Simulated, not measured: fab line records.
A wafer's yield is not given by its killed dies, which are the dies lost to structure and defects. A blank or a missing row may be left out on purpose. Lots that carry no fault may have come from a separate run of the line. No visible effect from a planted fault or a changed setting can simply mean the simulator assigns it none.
Chamber matching ; flow n5_finfet ; N5_BEOL_M2_STRIP_66 on rie_diel-01 has 4 sister chambers
The step strips in CF4. 4 wafers are shown with their chamber, then 7 later ones without.

## WAFERS PAIRED WITH THEIR CHAMBERS
wafer;chamber;showerhead_plenum_p_Torr (Torr)
L086.3;1;1.82
L086.4;3;1.84
L088.1;0;1.72
L088.4;2;1.76

## WAFERS WHOSE CHAMBER IS MISSING
wafer;showerhead_plenum_p_Torr (Torr)
L088.5;1.76
L089.2;1.84
L089.4;1.76
L089.6;1.76
L093.2;1.81
L093.3;1.84
L093.5;1.76

## THE CHAMBER EACH PASSED THROUGH
wafer;from the rows above;in truth
L088.5;2;2
L089.2;3;3
L089.4;2;2
L089.6;2;2
L093.2;1;1
L093.3;3;3
L093.5;2;2
Correct placement for 7 of the 7. Not placeable from these rows: 0. Number placed wrongly: 0.
How it was worked out, from the rows above alone: a wafer's distance from a chamber is the root of the sum, over the readings, of the square of ((its reading less the chamber's mean) divided by the reading's scatter). The wafer belongs to the nearest chamber; if the next one is less than 2 further off, it can't be placed. The mean given for a chamber averages the wafers shown for that chamber. The scatter: with one shown wafer a chamber, the root of the mean of the squares of how far each hidden wafer lies from its nearest shown one.
